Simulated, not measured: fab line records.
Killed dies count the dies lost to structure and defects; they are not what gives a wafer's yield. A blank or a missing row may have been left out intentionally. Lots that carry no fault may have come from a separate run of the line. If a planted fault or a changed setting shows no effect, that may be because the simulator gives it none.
Which tool was responsible? + flow nand_harc + 14 lots, 42 wafers sampled, at 3 steps of a route of 1159

## WHAT EACH GAUGE READ, for each wafer
NHARC_HYBRID_BOND_OVL_MEAS_05.
| lot  | measured     | on         | overlay_x_nm (nm) | overlay_y_nm (nm) |
|------|--------------|------------|-------------------|-------------------|
| L197 | day 19 04:55 | overlay-01 | 5 -37 -25         | -9 5 4            |
| L202 | day 19 14:52 | overlay-02 | -1 -52 -12        | 48 -1 8           |
| L203 | day 19 14:52 | overlay-01 | -3 2 65           | 28 -3 3           |
| L200 | day 20 01:47 | overlay-02 | 52 15 -29         | 22 -26 -14        |
| L201 | day 20 06:58 | overlay-01 | -50 12 -22        | 38 -14 52         |
| L204 | day 20 06:58 | overlay-02 | -30 15 33         | -54 8 9           |
| L206 | day 20 18:54 | overlay-01 | 16 -87 -49        | 4 1 -6            |
| L205 | day 20 23:53 | overlay-01 | 9 -81 -31         | -27 -42 -61       |
| L211 | day 21 11:00 | overlay-02 | 52 58 -16         | -52 4 -45         |
| L208 | day 21 11:01 | overlay-02 | 39 -15 15         | 28 -3 -34         |
| L209 | day 22 04:07 | overlay-01 | 0 27 10           | -53 -19 1         |
| L213 | day 23 02:32 | overlay-01 | -31 -7 -68        | 23 -6 -54         |
| L212 | day 23 02:33 | overlay-01 | 23 -23 -1         | 31 44 35          |
| L220 | day 24 10:47 | overlay-01 | 30 23 -37         | 6 -3 24           |

NHARC_THIN_TSV_CD_MEAS_12 targets a cd of 1000 nm.
| lot  | measured     | on        | cd_nm (nm)           |
|------|--------------|-----------|----------------------|
| L197 | day 19 09:40 | cd_sem-01 | 996.4 1000.1 999.1   |
| L202 | day 19 17:53 | cd_sem-02 | 997.8 998.5 997.2    |
| L203 | day 19 19:39 | cd_sem-03 | 1000.3 1003.6 997.1  |
| L200 | day 20 04:55 | cd_sem-02 | 1001.0 1000.4 1002.4 |
| L201 | day 20 11:44 | cd_sem-01 | 1000.4 997.9 999.0   |
| L204 | day 20 10:07 | cd_sem-01 | 999.0 998.1 1002.2   |
| L206 | day 20 22:05 | cd_sem-03 | 998.0 998.3 1001.7   |
| L205 | day 21 03:03 | cd_sem-02 | 1002.8 999.3 1000.4  |
| L211 | day 21 14:10 | cd_sem-01 | 999.0 1000.5 999.0   |
| L208 | day 21 16:32 | cd_sem-01 | 997.3 997.7 998.0    |
| L209 | day 22 06:46 | cd_sem-03 | 1002.4 999.4 999.4   |
| L213 | day 23 05:17 | cd_sem-02 | 998.1 997.1 999.3    |
| L212 | day 23 07:34 | cd_sem-01 | 998.3 998.2 997.5    |
| L220 | day 24 13:27 | cd_sem-03 | 1000.5 999.1 1000.9  |

## TOOL THAT RAN EACH LOT (tool first, then ch and the chambers of the sampled wafers, then the start)
| lot  | NHARC_A_BONDPAD_DEGAS_25     |
|------|------------------------------|
| L197 | pvd_sputter-03, day 18 13:43 |
| L202 | pvd_sputter-03, day 19 00:47 |
| L203 | pvd_sputter-02, day 19 04:32 |
| L200 | pvd_sputter-03, day 19 14:24 |
| L201 | pvd_sputter-02, day 19 18:40 |
| L204 | pvd_sputter-03, day 19 21:12 |
| L206 | pvd_sputter-01, day 20 07:16 |
| L205 | pvd_sputter-01, day 20 11:51 |
| L211 | pvd_sputter-01, day 21 01:29 |
| L208 | pvd_sputter-02, day 21 01:51 |
| L209 | pvd_sputter-01, day 21 13:14 |
| L213 | pvd_sputter-03, day 22 13:36 |
| L212 | pvd_sputter-03, day 22 16:11 |
| L220 | pvd_sputter-03, day 23 23:24 |
- NHARC_A_BONDPAD_DEGAS_25: time 60 s.

## AS READ BY THE TOOLS THEMSELVES (means over the sampled wafers that have a number; for cases with no such wafer, the mark the record gives instead)
NHARC_A_BONDPAD_DEGAS_25.
| lot  | tool           | heater_power_w (W) |
|------|----------------|--------------------|
| L197 | pvd_sputter-03 | 480                |
| L202 | pvd_sputter-03 | 454                |
| L203 | pvd_sputter-02 | 415                |
| L200 | pvd_sputter-03 | 461                |
| L201 | pvd_sputter-02 | 433                |
| L204 | pvd_sputter-03 | 448                |
| L206 | pvd_sputter-01 | 472                |
| L205 | pvd_sputter-01 | 494                |
| L211 | pvd_sputter-01 | 481                |
| L208 | pvd_sputter-02 | 454                |
| L209 | pvd_sputter-01 | 486                |
| L213 | pvd_sputter-03 | 442                |
| L212 | pvd_sputter-03 | 439                |
| L220 | pvd_sputter-03 | 446                |

## THE ANSWER, worked out from the rows above alone
Rule: the usual values come from the lots themselves. Put in order of their means at a reading, lots are off if they are a third of the lots or fewer, leave a main group of 4 or more, and stand apart from it by a gap of 3 or more times the standard deviation of the main group's means; of several such gaps the widest counts. Not used: any main group whose means are identical at the precision the tables above print for the reading. Also off: a lot with no number at a reading for which 4 or more lots have one. The other lots that the step has rows for count as sound. Order of review: gauges by route order, followed by the tools' own readings, for which a lot's mean as printed above is used. The first step at which some lot is off is used, and at that step the reading that is off furthest; a lot without a number counts as furthest.
Nothing can be told from this: no lot is off at any reading shown.

## WHAT THE SIMULATOR PUT IN
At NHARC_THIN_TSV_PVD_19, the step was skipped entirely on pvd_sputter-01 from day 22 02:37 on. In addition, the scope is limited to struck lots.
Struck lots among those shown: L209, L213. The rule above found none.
